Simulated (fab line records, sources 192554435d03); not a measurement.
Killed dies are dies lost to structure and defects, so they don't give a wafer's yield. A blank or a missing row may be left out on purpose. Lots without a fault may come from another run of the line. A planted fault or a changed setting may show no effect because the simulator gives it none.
Split-lot experiment | flow n5_finfet | 7 lots, 21 wafers read, on a route of 1938 steps

THE SPLIT
At N5_BEOL_M1_COAT_62 (time 60 s, resist thk 12 nm), the setting spin_rpm was moved away from the recipe's 1500 rpm on 7 of the 21 wafers read, by -6.7% to +4.0%. The other wafers ran this setting at the recipe's value.

FROM THE SPLIT TO THE READING: what the file shows between them, 8 steps
- N5_BEOL_M1_COAT_05: resist thk 30 nm (also split here: spin_rpm)
- N5_BEOL_M1_EBR_07
- N5_BEOL_M1_SOFTBAKE_06: time 60 s
- N5_BEOL_M1_EXPOSE_08: exposes mask M1
- N5_BEOL_M1_PEB_09: peb time 60 s
- N5_BEOL_M1_DEVELOP_10: develop time 30 s
- N5_BEOL_M1_DESCUM_16: chemistry O2, time 7 s
- N5_BEOL_M1_ETCH_74: etches underlayer in N2/H2, target depth 6.5 nm, time 5.2 s

THE READING
etch.depth_nm (the simulator's own value, which no gauge read), in nm, at N5_BEOL_M1_ETCH_63 (etches SiARC in CF4, target depth 15.6 nm, time 26 s). The file gives no usual value for it. The 14 wafers here that ran the recipe average 12.00 nm, standard deviation 0.038 nm.

wafer  | tool, chamber at the split | spin_rpm as run, rpm | against the recipe | etch.depth_nm, nm | against lot-mates on the recipe
L080.1 | litho_track-05, 0          | 1500                 | recipe             | 12.01             | -
L080.3 | litho_track-05, 0          | 1560                 | +4.0%              | 11.74             | -0.26
L080.5 | litho_track-05, 0          | 1500                 | recipe             | 11.99             | -
L083.4 | litho_track-01, 0          | 1500                 | recipe             | 12.05             | -
L083.5 | litho_track-01, 0          | 1500                 | recipe             | 12.03             | -
L083.6 | litho_track-01, 0          | 1500                 | recipe             | 12.02             | -
L086.4 | litho_track-03, 0          | 1455                 | -3.0%              | 12.14             | +0.21
L086.5 | litho_track-03, 0          | 1500                 | recipe             | 11.97             | -
L086.6 | litho_track-03, 0          | 1500                 | recipe             | 11.9              | -
L090.2 | litho_track-05, 0          | 1543                 | +2.9%              | 11.84             | -0.20
L090.3 | litho_track-05, 0          | 1500                 | recipe             | 12.04             | -
L090.4 | litho_track-05, 0          | 1543                 | +2.9%              | 11.86             | -0.18
L093.1 | litho_track-03, 0          | 1400                 | -6.7%              | 12.44             | +0.42
L093.2 | litho_track-03, 0          | 1500                 | recipe             | 12.01             | -
L093.5 | litho_track-03, 0          | 1500                 | recipe             | 12.02             | -
L096.1 | litho_track-05, 0          | 1500                 | recipe             | 11.96             | -
L096.2 | litho_track-05, 0          | 1412                 | -5.9%              | 12.32             | +0.36
L096.3 | litho_track-05, 0          | 1412                 | -5.9%              | 12.3              | +0.34
L097.3 | litho_track-03, 0          | 1500                 | recipe             | 11.98             | -
L097.4 | litho_track-03, 0          | 1500                 | recipe             | 11.98             | -
L097.5 | litho_track-03, 0          | 1500                 | recipe             | 11.97             | -

THE FIT
A straight line over all 21 wafers: etch.depth_nm changes by -0.0578 nm for each +1% of spin_rpm; r = -0.97; the points scatter about the line by 0.038 nm.
The same after taking each lot's own level away (the mean of its wafers on the recipe; 21 wafers): -0.0627 nm for each +1%; r = -1.00; scatter 0.016 nm.
On that fit, the largest move of spin_rpm shifts the reading by 0.42 nm.
The lots' own levels span 11.935 to 12.040 nm, that is 2.8 times the standard deviation above.
So the lot-to-lot level changes the slope little: the two slopes agree.
Check: with one of the wafers moved furthest among these (-6.7%) left out of the fit, the line predicts +0.413 nm for it against its lot-mates. It came out at +0.425 nm against them.

OTHER SPLITS ON THESE WAFERS
These wafers also went through other splits before the reading. Each is held against what the fit with the lots' levels taken away leaves over:
other split on the same wafers               | wafers away from the commonest value | r with etch.depth_nm (lot level and that fit taken away)
N5_GATE_CUT_DESCUM_18 time_s                 | 10                                   | +0.19
N5_MOL_CONTACT_COAG_CONTACT_ETCH_14 source_w | 9                                    | +0.29
N5_MOL_CONTACT_COAG_ETCH_15 source_w         | 8                                    | +0.27
N5_MOL_CONTACT_COAG_COAT_64 spin_rpm         | 8                                    | +0.38
N5_MOL_CONTACT_COAG_EXPOSE_37 dose_mj        | 5                                    | -0.14
N5_BEOL_M0_SAQP_ALD_48 ald_cycles            | 9                                    | -0.26
N5_BEOL_M0_CUTY_COAT_51 spin_rpm             | 7                                    | -0.18
N5_BEOL_M1_COAT_05 spin_rpm                  | 4                                    | +0.11

THE WHOLE CHAIN: every reading that the file lists as answering this split, in the file's order
step               | what it does                                         | reading                                                                          | change (the file's fit)                | r (the file's)
N5_BEOL_M1_COAT_62 | time 60 s, resist thk 12 nm                          | SiARC_of_BEOL_M1_COAT_62.thk_nm (the simulator's own value, which no gauge read) | -0.0571 nm for each +1% of the setting | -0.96
N5_BEOL_M1_ETCH_63 | etches SiARC in CF4, target depth 15.6 nm, time 26 s | etch.depth_nm (the simulator's own value, which no gauge read)                   | -0.0626 nm for each +1% of the setting | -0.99

THE FILE'S OWN FIT
etch.depth_nm changes by -0.0626 nm for each +1% of spin_rpm, r = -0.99.
